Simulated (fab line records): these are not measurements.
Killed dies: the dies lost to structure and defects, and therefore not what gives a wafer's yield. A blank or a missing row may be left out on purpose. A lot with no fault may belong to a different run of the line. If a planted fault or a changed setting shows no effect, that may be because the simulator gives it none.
Matching of chambers    flow nandHarc    4 sister chambers for NHARC_A_CONTACT_ETCH_48 on rieDiel-08
The step etches the open film in CF4, target depth 39 nm, time 65 s. 4 wafers are shown with their chamber, then 11 later ones without.

== WAFERS, EACH WITH ITS CHAMBER ==
wafer   chamber  showerheadPlenumPTorr (Torr)
L582.6  3        1.69
L584.3  2        1.86
L584.4  1        1.73
L588.1  0        1.71

== WAFERS WITH NO CHAMBER GIVEN ==
wafer   showerheadPlenumPTorr (Torr)
L588.3  1.86
L588.6  1.69
L589.3  1.72
L589.5  1.72
L589.6  1.86
L594.1  1.69
L594.3  1.86
L594.6  1.70
L597.1  1.86
L597.2  1.69
L597.6  1.69

== WHICH CHAMBER EACH ONE RAN IN ==
wafer   from the rows above      in truth
L588.3  2                        2
L588.6  3                        3
L589.3  can't be placed: 0 or 1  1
L589.5  can't be placed: 0 or 1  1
L589.6  2                        2
L594.1  3                        3
L594.3  2                        2
L594.6  can't be placed: 0 or 3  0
L597.1  2                        2
L597.2  3                        3
L597.6  3                        3
Placed correctly: 8 of 11. Not placeable from these rows: 3 (in 3, the candidates include the true chamber). Number placed wrongly: 0.
How it was worked out, from the rows above alone: a wafer's distance from a chamber is the root of the sum, over the readings, of the square of ((its reading less the chamber's mean) divided by the reading's scatter). The wafer belongs to the nearest chamber; if the next one is less than 2 further off, it can't be placed. For every chamber, the mean is computed from those of its wafers that are shown. The scatter: root of mean squared gap, hidden wafer to nearest shown wafer, with one shown wafer a chamber.
